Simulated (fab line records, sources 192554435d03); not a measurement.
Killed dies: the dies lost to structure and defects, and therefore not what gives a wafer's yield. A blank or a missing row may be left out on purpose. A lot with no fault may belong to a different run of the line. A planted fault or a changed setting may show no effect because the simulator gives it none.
Chamber matching | flow n5-finfet | N5_PMOS_HMC_CHANNEL_EPI_CMP_21 on cmp-04: 4 sister chambers
The step polishes SiGe30, target thk 54 nm. 4 wafers are shown with their chamber, then 9 later ones without.

## EACH WAFER AND ITS CHAMBER
wafer  | chamber | motor-current-A (A)
L086.2 | 1       | 10.3
L088.3 | 0       | 10.5
L088.5 | 3       | 13.6
L088.6 | 2       | 12.7

## WAFERS MISSING THEIR CHAMBER
wafer  | motor-current-A (A)
L092.1 | 14.2
L092.3 | 11.3
L092.6 | 11.4
L095.1 | 14.2
L095.2 | 10.2
L095.3 | 12.6
L095.4 | 11.1
L095.5 | 11.5
L095.6 | 14.2

## EACH ONE'S CHAMBER
wafer  | from the rows above               | in truth
L092.1 | can't be placed: 3 or 2           | 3
L092.3 | can't be placed: 0 or 1 or 2      | 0
L092.6 | can't be placed: 0 or 1 or 2 or 3 | 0
L095.1 | can't be placed: 3 or 2           | 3
L095.2 | can't be placed: 1 or 0           | 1
L095.3 | can't be placed: 2 or 3           | 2
L095.4 | can't be placed: 0 or 1 or 2      | 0
L095.5 | can't be placed: 0 or 1 or 2 or 3 | 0
L095.6 | can't be placed: 3 or 2           | 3
Correct placement for 0 of the 9. These rows do not allow placing 9 (true chamber among the candidates in 9). Wrongly placed: 0.
How it was worked out, from the rows above alone: a wafer's distance from a chamber is the root of the sum, over the readings, of the square of ((its reading less the chamber's mean) divided by the reading's scatter). If the next closest chamber is less than 2 further off than the closest, the wafer can't be placed; otherwise it belongs to the closest. For every chamber, the mean is computed from those of its wafers that are shown. The scatter: with one shown wafer a chamber, the root of the mean of the squares of how far each hidden wafer lies from its nearest shown one.
